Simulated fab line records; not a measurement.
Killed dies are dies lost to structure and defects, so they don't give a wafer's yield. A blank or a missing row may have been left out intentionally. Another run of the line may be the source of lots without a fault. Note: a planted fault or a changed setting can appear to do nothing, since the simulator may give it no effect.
Chamber matching / flow nand harc / NHARC_A_SLIT_DEP_23 on pecvd-01: 3 sister chambers
The step deposits SiON, target thk 100 nm. 16 wafers are shown with their chamber, then 8 later ones without.

## EACH WAFER AND ITS CHAMBER
wafer=L075.1; chamber=0; heater power w (W)=749; rf fwd power W (W)=349.0
wafer=L075.3; chamber=1; heater power w (W)=695; rf fwd power W (W)=349.1
wafer=L075.6; chamber=0; heater power w (W)=781; rf fwd power W (W)=348.3
wafer=L084.2; chamber=1; heater power w (W)=806; rf fwd power W (W)=348.2
wafer=L084.3; chamber=0; heater power w (W)=699; rf fwd power W (W)=349.4
wafer=L084.5; chamber=0; heater power w (W)=713; rf fwd power W (W)=348.6
wafer=L085.2; chamber=0; heater power w (W)=617; rf fwd power W (W)=347.6
wafer=L085.4; chamber=1; heater power w (W)=825; rf fwd power W (W)=349.8
wafer=L085.5; chamber=0; heater power w (W)=626; rf fwd power W (W)=347.2
wafer=L088.1; chamber=2; heater power w (W)=586; rf fwd power W (W)=348.4
wafer=L088.3; chamber=1; heater power w (W)=796; rf fwd power W (W)=348.4
wafer=L088.4; chamber=0; heater power w (W)=698; rf fwd power W (W)=350.2
wafer=L091.1; chamber=1; heater power w (W)=844; rf fwd power W (W)=350.6
wafer=L091.2; chamber=2; heater power w (W)=664; rf fwd power W (W)=349.9
wafer=L091.5; chamber=2; heater power w (W)=648; rf fwd power W (W)=352.2
wafer=L090.1; chamber=1; heater power w (W)=834; rf fwd power W (W)=349.4

SIGNATURES (means of the wafers above)
reading=heater power w; chamber 0=697.57; chamber 1=800.00; chamber 2=632.67; scatter within a chamber=55.2
reading=rf fwd power W; chamber 0=348.614; chamber 1=349.250; chamber 2=350.167; scatter within a chamber=1.17
Rule: a wafer lies at a distance from a chamber equal to the root of the sum of squares, over the readings, of (its reading less the chamber's mean, divided by the reading's scatter). If the next closest chamber is less than 2 further off than the closest, the wafer can't be placed; otherwise it belongs to the closest. The scatter is the square root of a quotient: the sum, over the shown wafers, of each reading's squared deviation from its chamber's mean, divided by wafers minus chambers.

## WAFERS MISSING THEIR CHAMBER
wafer=L090.3; heater power w (W)=602; rf fwd power W (W)=348.2
wafer=L090.5; heater power w (W)=611; rf fwd power W (W)=349.8
wafer=L094.1; heater power w (W)=660; rf fwd power W (W)=346.5
wafer=L094.4; heater power w (W)=825; rf fwd power W (W)=349.2
wafer=L094.6; heater power w (W)=666; rf fwd power W (W)=348.9
wafer=L096.1; heater power w (W)=825; rf fwd power W (W)=349.8
wafer=L096.3; heater power w (W)=651; rf fwd power W (W)=345.9
wafer=L096.6; heater power w (W)=823; rf fwd power W (W)=347.7

## THE CHAMBER EACH PASSED THROUGH
wafer=L090.3; from the rows above=can't be placed: 0 or 2 or 1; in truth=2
wafer=L090.5; from the rows above=can't be placed: 2 or 0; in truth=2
wafer=L094.1; from the rows above=can't be placed: 0 or 2 or 1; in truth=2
wafer=L094.4; from the rows above=can't be placed: 1 or 0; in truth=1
wafer=L094.6; from the rows above=can't be placed: 0 or 2 or 1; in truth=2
wafer=L096.1; from the rows above=can't be placed: 1 or 0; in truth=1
wafer=L096.3; from the rows above=can't be placed: 0 or 2 or 1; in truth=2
wafer=L096.6; from the rows above=can't be placed: 1 or 0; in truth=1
Placed correctly: 0 of 8. Can't be placed from these rows: 8 (the true chamber is among the candidates in 8). Number placed wrongly: 0.
